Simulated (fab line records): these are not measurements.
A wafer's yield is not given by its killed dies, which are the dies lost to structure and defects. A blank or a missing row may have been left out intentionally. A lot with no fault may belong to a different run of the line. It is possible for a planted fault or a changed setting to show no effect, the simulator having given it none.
Chamber matching | flow n5-finfet | rie-diel-02 running N5_PMOS_HMC_CHANNEL_EPI_STRIP_33: 4 sister chambers
The step strips in N2/H2. 8 wafers are shown with their chamber, then 9 later ones without.

== WAFERS PAIRED WITH THEIR CHAMBERS ==
wafer  | chamber | drypump-motor-current-A (A) | throttle-valve-pct (%)
L077.6 | 0       | 5.6                         | 18.86
L079.4 | 0       | 5.7                         | 18.84
L090.3 | 1       | 5.2                         | 19.08
L090.4 | 3       | 6.2                         | 19.31
L090.6 | 2       | 6.4                         | 19.07
L091.2 | 2       | 6.4                         | 19.09
L091.4 | 1       | 5.2                         | 19.07
L091.6 | 3       | 6.2                         | 19.31

== WAFERS WITHOUT THEIR CHAMBER ==
wafer  | drypump-motor-current-A (A) | throttle-valve-pct (%)
L092.4 | 6.4                         | 19.08
L092.5 | 5.2                         | 19.07
L092.6 | 6.2                         | 19.31
L093.1 | 5.2                         | 19.10
L093.5 | 6.2                         | 19.35
L093.6 | 5.6                         | 18.51
L095.2 | 6.2                         | 19.33
L095.3 | 6.5                         | 19.11
L095.4 | 5.6                         | 18.52

== THE CHAMBER EACH PASSED THROUGH ==
wafer  | from the rows above | in truth
L092.4 | 2                   | 2
L092.5 | 1                   | 1
L092.6 | 3                   | 3
L093.1 | 1                   | 1
L093.5 | 3                   | 3
L093.6 | 0                   | 0
L095.2 | 3                   | 3
L095.3 | 2                   | 2
L095.4 | 0                   | 0
9 of 9 placed correctly. Number that these rows cannot place: 0. Number placed wrongly: 0.
How it was worked out, from the rows above alone: a wafer's distance from a chamber is the root of the sum, over the readings, of the square of ((its reading less the chamber's mean) divided by the reading's scatter). If the next closest chamber is less than 2 further off than the closest, the wafer can't be placed; otherwise it belongs to the closest. A chamber's mean is the mean of its shown wafers. The scatter: the root of (the sum of the squares of (reading less its chamber's mean) over the shown wafers, divided by (wafers less chambers)).
